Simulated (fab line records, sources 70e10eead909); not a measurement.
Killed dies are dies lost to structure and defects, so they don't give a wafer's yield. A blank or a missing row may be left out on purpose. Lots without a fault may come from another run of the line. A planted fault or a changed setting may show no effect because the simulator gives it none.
Chamber matching | flow nand_harc | NHARC_A_STAIRCASE_DEP_156 on pecvd-01: 3 sister chambers
The step deposits SiNx, target thk 50 nm. 18 wafers are shown with their chamber, then 9 later ones without.

WAFERS WITH THEIR CHAMBER
wafer  | chamber | heater_power_w (W)
L076.1 | 0       | 622
L076.3 | 2       | 739
L076.5 | 1       | 818
L082.2 | 0       | 654
L082.3 | 1       | 817
L082.4 | 1       | 834
L083.1 | 2       | 700
L083.2 | 1       | 728
L083.6 | 2       | 680
L087.1 | 1       | 806
L087.2 | 0       | 716
L087.5 | 2       | 612
L089.1 | 0       | 706
L089.4 | 2       | 656
L089.5 | 0       | 711
L090.1 | 1       | 753
L090.2 | 0       | 582
L090.5 | 1       | 756

SIGNATURES (means of the wafers above)
reading        | chamber 0 | chamber 1 | chamber 2 | scatter within a chamber
heater_power_w | 665.17    | 787.43    | 677.40    | 47.8
Rule: a wafer's distance from a chamber is the root of the sum, over the readings, of the square of ((its reading less the chamber's mean) divided by the reading's scatter). The wafer belongs to the nearest chamber; if the next one is less than 2 further off, it can't be placed. The scatter: the root of (the sum of the squares of (reading less its chamber's mean) over the shown wafers, divided by (wafers less chambers)).

WAFERS WITHOUT THEIR CHAMBER
wafer  | heater_power_w (W)
L092.1 | 684
L092.2 | 689
L092.5 | 713
L094.1 | 771
L094.2 | 679
L094.6 | 765
L095.2 | 732
L095.3 | 677
L095.6 | 671

WHICH CHAMBER EACH WENT THROUGH
wafer  | from the rows above          | in truth
L092.1 | can't be placed: 2 or 0      | 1
L092.2 | can't be placed: 2 or 0 or 1 | 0
L092.5 | can't be placed: 2 or 0 or 1 | 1
L094.1 | can't be placed: 1 or 2 or 0 | 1
L094.2 | can't be placed: 2 or 0      | 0
L094.6 | can't be placed: 1 or 2 or 0 | 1
L095.2 | can't be placed: 2 or 1 or 0 | 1
L095.3 | can't be placed: 2 or 0      | 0
L095.6 | can't be placed: 0 or 2      | 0
Placed correctly: 0 of 9. Can't be placed from these rows: 9 (the true chamber is among the candidates in 8). Placed wrongly: 0.
